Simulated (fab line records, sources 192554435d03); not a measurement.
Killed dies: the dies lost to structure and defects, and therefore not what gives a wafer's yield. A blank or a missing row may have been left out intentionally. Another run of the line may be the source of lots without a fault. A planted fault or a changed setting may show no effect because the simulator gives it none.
fab line records	flow n5-finfet
record lots=11	wafers=33	last-day=18
route steps=1938 shown BEOL_M10@1473 BEOL_M11@1540
lots untouched by any fault: they come from a run of this same line in which no faults occurred
start-h: start of the lot's first displayed wafer, in hours after the record's first day	wait-h: hours since the lot's step before	" unchanged from the row above	L1.1+2: several wafers, shown together as one row	- no value present, or no start provided	* or withheld: withheld	< > ~ a bound
route shown NAME@n: NAME is a module with steps in the file, n the number in the route of the first one	usual: the fault-free wafers' mean and standard deviation	same: alike in all rows	chamber/n: place in a boat	sites: each site's reading	_std_site: the standard deviation of these	_edge_site: mean of outer sites minus mean of inner sites	radius-mm: how far each site lies from the wafer's centre	mask NAME#n: copy n	behind: the tool/chamber that last shaped the wafer	hold: why the lot went on hold/how many hours it stayed there/how the hold came to an end	device: names the non-switching transistor (n, p or np)	end of line: the route-end tests of the same wafers	a step with no rows: only its recipe	killed: the dies lost at the first sort to structure and to defects; this is not the yield of the wafer	map: the dies of a wafer, with x for killed, . for not killed, _ for no die there
set.NAME: the setting that was run; set.NAME@STEP: the one run at that earlier step	model.NAME: the simulator's own value behind a step, which no gauge read
the route's steps for a sample of lots (tables are steps, rows are wafers)
services: the hour from which a tool's chamber was out of use, counted from the record's first day as start-h (under 0 if before that day), plus the number of hours and why
## steps
# step N5_BEOL_M10_PECVD_70
# recipe material=SiO2	target-thk-a=200	temp-c=400	precursor=TEOS/O2	pressure-torr=5.5	rf-w=450	teos-flow-sccm=53.8	gas=O2	flow-sccm=3000	time-s=22.7
# usual heater-power-w=762/92	showerhead-plenum-p-Torr=8.79/0.038	throttle-valve-pct=22.3/1.5
lot.wafer	tool	chamber	start-h	wait-h	heater-power-w	showerhead-plenum-p-Torr	throttle-valve-pct
L515.1	pecvd-03	2	245.40	0.0	656	8.80	20.4
L515.5	"	2	"	"	643	8.80	20.4
L515.6	"	1	"	"	841	8.85	23.9
L514.1	pecvd-04	1	252.63	0.0	771	8.81	21.1
L514.3	"	0	"	"	731	8.78	25.0
L514.4	"	1	"	"	782	8.81	21.2
L516.3	pecvd-03	2	257.86	0.0	625	8.78	20.5
L516.4	"	0	"	"	799	8.82	21.8
L516.6	"	1	"	"	889	8.86	24.3
L517.2	pecvd-04	0	264.18	0.0	647	8.80	25.3
L517.3	"	1	"	"	731	8.77	21.2
L517.4	"	0	"	"	659	8.81	25.5
L521.2	pecvd-03	0	284.68	0.0	803	8.81	21.8
L521.5	"	2	"	"	644	8.81	20.1
L521.6	"	0	"	"	832	8.84	21.8
L522.1	pecvd-04	0	299.98	0.0	788	8.79	25.5
L522.4	"	1	"	"	842	8.82	21.3
L522.5	"	2	"	"	594	8.71	21.8
L523.1	pecvd-03	1	308.82	0.0	779	8.81	24.3
L523.4	"	0	"	"	729	8.82	21.7
L523.6	"	1	"	"	789	8.87	23.9
L527.1	pecvd-03	1	314.12	0.0	852	8.84	24.1
L527.2	"	0	"	"	854	8.84	22.0
L527.4	"	1	"	"	855	8.86	24.1
L532.1	pecvd-03	2	350.06	0.0	760	8.80	20.6
L532.4	"	2	"	"	766	8.80	20.6
L532.6	"	0	"	"	771	8.81	21.8
L533.2	pecvd-03	1	357.53	0.0	857	8.85	24.1
L533.3	"	2	"	"	692	8.80	20.8
L533.6	"	1	"	"	830	8.85	24.4
L535.1	pecvd-01	0	366.68	0.0	700	8.75	21.8
L535.4	"	2	"	"	937	8.76	22.1
L535.6	"	0	"	"	702	8.78	21.6
# step N5_BEOL_M10_PRE_CLEAN_45
# recipe gas=H2/He	time-s=30	temp-c=250
# usual heater-power-w=336/28
lot.wafer	tool	chamber	start-h	wait-h	heater-power-w
L515.1	pvd-sputter-03	-	253.32	0.0	375
L515.5	"	-	"	"	357
L515.6	"	-	"	"	335
L514.1	pvd-sputter-02	-	257.14	0.0	314
L514.3	"	-	"	"	313
L514.4	"	-	"	"	368
L516.3	pvd-sputter-03	-	262.08	0.0	342
L516.4	"	-	"	"	363
L516.6	"	-	"	"	351
L517.2	pvd-sputter-03	-	271.62	0.0	325
L517.3	"	-	"	"	362
L517.4	"	-	"	"	329
L521.2	pvd-sputter-02	-	290.00	0.0	294
L521.5	"	-	"	"	288
L521.6	"	-	"	"	306
L522.1	pvd-sputter-03	-	307.52	0.0	354
L522.4	"	-	"	"	334
L522.5	"	-	"	"	354
L523.1	pvd-sputter-03	-	313.50	0.0	337
L523.4	"	-	"	"	348
L523.6	"	-	"	"	348
L527.1	pvd-sputter-03	-	322.50	0.0	344
L527.2	"	-	"	"	330
L527.4	"	-	"	"	356
L532.1	pvd-sputter-02	-	354.30	0.0	302
L532.4	"	-	"	"	308
L532.6	"	-	"	"	291
L533.2	pvd-sputter-01	-	365.96	0.0	374
L533.3	"	-	"	"	242
L533.6	"	-	"	"	252
L535.1	pvd-sputter-03	-	371.08	0.0	354
L535.4	"	-	"	"	360
L535.6	"	-	"	"	326
# step N5_BEOL_M10_CMP_52
# recipe stop-on=SiCOH_lowk	t-overpolish-s=7	down-force-psi=1	platen-rpm=50	clearing-platen-down-force-psi=1.5	clearing-platen-rpm=50	post-cmp-clean=cu-alkaline	target-thk-nm=140	clearing-platen-pad-velocity-m-s=0.99484	pad-velocity-m-s=0.99484
# usual barrier-field-endpoint-s=28.6/0.63	motor-current-A=5.9/0.5	slurry-filter-dp-kPa=13.49/0.15
lot.wafer	tool	chamber	start-h	wait-h	barrier-field-endpoint-s	motor-current-A	slurry-filter-dp-kPa
L515.1	cmp-02	3	254.50	0.3	27.5	5.6	13.14
L515.6	"	2	"	"	26.9	5.2	13.30
L515.5	"	3	"	"	28.3	5.8	13.66
L514.4	cmp-02	0	259.89	0.1	28.4	5.5	13.65
L514.1	"	1	"	"	28.3	6.4	13.60
L514.3	"	2	"	"	28.3	5.3	13.37
L516.3	cmp-01	0	263.29	0.2	28.3	5.7	13.43
L516.4	"	1	"	"	28.5	6.2	13.55
L516.6	"	0	"	"	28.1	6.0	13.55
L517.3	cmp-02	3	272.78	0.2	29.0	5.7	13.63
L517.2	"	1	"	"	29.6	6.1	13.41
L517.4	"	2	"	"	28.7	5.2	13.52
L521.2	cmp-02	1	291.89	0.3	28.0	6.4	13.39
L521.6	"	3	"	"	29.6	5.5	13.58
L521.5	"	0	"	"	28.2	5.0	13.65
L522.4	cmp-01	0	309.66	0.2	28.4	5.7	13.51
L522.1	"	1	"	"	28.0	6.1	13.70
L522.5	"	3	"	"	29.4	6.7	13.71
L523.4	cmp-02	1	316.72	0.1	29.5	6.5	13.74
L523.1	"	2	"	"	27.8	5.6	13.35
L523.6	"	2	"	"	28.7	5.2	13.54
L527.4	cmp-01	3	323.96	0.1	29.2	6.2	13.47
L527.2	"	0	"	"	29.2	6.0	13.34
L527.1	"	1	"	"	29.2	5.9	13.78
L532.1	cmp-04	1	356.00	0.3	22.8	5.8	13.38
L532.4	"	2	"	"	23.4	6.9	13.65
L532.6	"	3	"	"	28.8	5.9	13.43
L533.3	cmp-02	1	367.82	0.2	22.9	6.4	13.31
L533.2	"	2	"	"	28.1	5.4	13.49
L533.6	"	3	"	"	28.6	5.4	13.43
L535.4	cmp-01	0	372.37	0.1	29.4	5.7	13.35
L535.1	"	1	"	"	28.6	5.9	13.53
L535.6	"	0	"	"	29.9	6.0	13.39
# step N5_BEOL_M10_DEP_56
# recipe material=SiCN	target-thk-a=150	temp-c=withheld	precursor=3MS/NH3	pressure-torr=3	rf-w=202	time-s=26.5
# usual showerhead-plenum-p-Torr=3.667/0.0079	throttle-valve-pct=9.0/0.52
lot.wafer	tool	chamber	start-h	wait-h	showerhead-plenum-p-Torr	throttle-valve-pct
L515.1	pecvd-01	1	254.82	0.0	3.676	9.4
L515.5	"	2	"	"	3.660	8.8
L515.6	"	0	"	"	3.663	8.7
L514.1	pecvd-01	0	260.25	0.0	3.667	8.8
L514.3	"	1	"	"	3.672	9.0
L514.4	"	0	"	"	3.671	8.6
L516.3	pecvd-01	1	263.65	0.0	3.679	9.3
L516.4	"	1	"	"	3.670	9.1
L516.6	"	2	"	"	3.661	8.8
L517.2	pecvd-01	2	273.13	0.0	3.664	8.8
L517.3	"	0	"	"	3.652	8.8
L517.4	"	2	"	"	3.662	8.8
L521.2	pecvd-03	0	292.17	0.0	3.683	9.0
L521.5	"	0	"	"	3.675	8.7
L521.6	"	1	"	"	3.678	9.6
L522.1	pecvd-04	1	309.98	0.0	3.670	8.7
L522.4	"	2	"	"	3.644	8.7
L522.5	"	0	"	"	3.655	10.4
L523.1	pecvd-01	0	317.08	0.0	3.659	8.6
L523.4	"	1	"	"	3.679	9.3
L523.6	"	0	"	"	3.667	8.8
L527.1	pecvd-01	1	324.33	0.0	3.674	9.4
L527.2	"	2	"	"	3.664	8.6
L527.4	"	2	"	"	3.669	8.9
L532.1	pecvd-03	2	356.28	0.0	3.659	8.2
L532.4	"	0	"	"	3.668	8.8
L532.6	"	2	"	"	3.671	8.4
L533.2	pecvd-01	2	368.11	0.0	3.658	8.8
L533.3	"	0	"	"	3.665	8.6
L533.6	"	0	"	"	3.676	8.7
L535.1	pecvd-03	0	372.74	0.0	3.678	8.9
L535.4	"	2	"	"	3.677	8.5
L535.6	"	0	"	"	3.668	8.9
# step N5_BEOL_M11_HM_DEP_02
# recipe material=TiN	target-thk-a=200	temp-c=25	chamber-pressure-pa=0.49996
# usual substrate-temp-c=24.99/0.11	throttle-valve-pct=30.1/1
lot.wafer	tool	chamber	start-h	wait-h	substrate-temp-c	throttle-valve-pct
L515.1	pvd-sputter-01	-	256.70	1.1	24.99	31.9
L515.5	"	-	"	"	25.02	29.9
L515.6	"	-	"	"	24.99	31.9
L514.1	pvd-sputter-01	-	261.61	0.4	25.02	29.9
L514.3	"	-	"	"	25.08	31.5
L514.4	"	-	"	"	25.03	29.7
L516.3	pvd-sputter-01	-	265.91	1.2	24.96	31.9
L516.4	"	-	"	"	24.92	29.9
L516.6	"	-	"	"	24.85	31.8
L517.2	pvd-sputter-02	-	274.42	0.5	25.06	31.3
L517.3	"	-	"	"	25.05	29.6
L517.4	"	-	"	"	24.98	30.8
L521.2	pvd-sputter-03	-	294.41	0.6	24.84	31.4
L521.5	"	-	"	"	24.92	30.2
L521.6	"	-	"	"	24.86	31.6
L522.1	pvd-sputter-01	-	311.53	0.8	25.23	29.8
L522.4	"	-	"	"	24.86	31.9
L522.5	"	-	"	"	25.04	29.5
L523.1	pvd-sputter-03	-	321.78	3.9	24.91	31.3
L523.4	"	-	"	"	24.99	28.5
L523.6	"	-	"	"	24.97	31.3
L527.1	pvd-sputter-01	-	325.21	0.1	24.87	31.9
L527.2	"	-	"	"	24.80	29.4
L527.4	"	-	"	"	25.08	29.7
L532.1	pvd-sputter-02	-	357.46	0.4	25.08	31.1
L532.4	"	-	"	"	24.82	28.2
L532.6	"	-	"	"	24.89	28.6
L533.2	pvd-sputter-02	-	370.04	1.2	24.87	30.7
L533.3	"	-	"	"	25.08	29.5
L533.6	"	-	"	"	24.94	29.6
L535.1	pvd-sputter-03	-	374.86	1.1	25.01	30.2
L535.4	"	-	"	"	25.04	29.9
L535.6	"	-	"	"	24.73	30.4
## services
tool	chamber	start-h	hours	kind
pecvd-04	0	228.16	5.5	scheduled-down
cmp-01	-	247.09	1.8	repair
cmp-02	-	247.15	4.0	pm
cmp-02	-	251.15	-	consumable-replace:conditioner
cmp-02	-	251.15	-	consumable-replace:pad
cmp-04	-	252.97	1.8	repair
cmp-02	-	256.86	1.4	repair
pecvd-03	-	259.47	5.5	pm
cmp-01	-	268.50	4.0	pm
pvd-sputter-03	-	271.86	1.3	repair
cmp-01	-	272.50	-	consumable-replace:conditioner
cmp-01	-	272.50	-	consumable-replace:pad
cmp-01	-	279.79	0.9	repair
pecvd-04	-	300.67	1.8	repair
cmp-04	-	301.93	4.0	pm
cmp-04	-	305.93	-	consumable-replace:conditioner
cmp-01	-	306.65	1.1	repair
pecvd-01	0	320.20	12.9	repair
cmp-04	-	323.99	2.3	repair
cmp-02	-	326.83	0.7	repair
pecvd-03	0	333.37	5.5	scheduled-down
pecvd-03	0	347.29	2.1	scheduled-down
cmp-02	-	348.91	3.7	pm
cmp-02	-	352.96	1.1	repair
## key
first-sign step=N5_BEOL_M10_CMP_52	reading=barrier-field-endpoint-s	direction=down	sigmas=8.8	usual=28.6	struck=23.0
effect none on later readings
met-at N5_BEOL_M10_PECVD_70
struck-lots L532,L533
struck-wafers L532.1,L532.4,L533.3
not-acting-at N5_BEOL_M10_PRE_CLEAN_45,N5_BEOL_M10_DEP_56,N5_BEOL_M11_HM_DEP_02
onset-between 314.12 350.06
fault kind=process-parameter-drift	tool=pecvd-03	chamber=-	onset-h=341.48	steps=N5_BEOL_M10_PECVD_70	channel=time-s	offset=*	shape=step	end-h=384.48	scope=struck-wafers-only	acts-in=*	stated=*
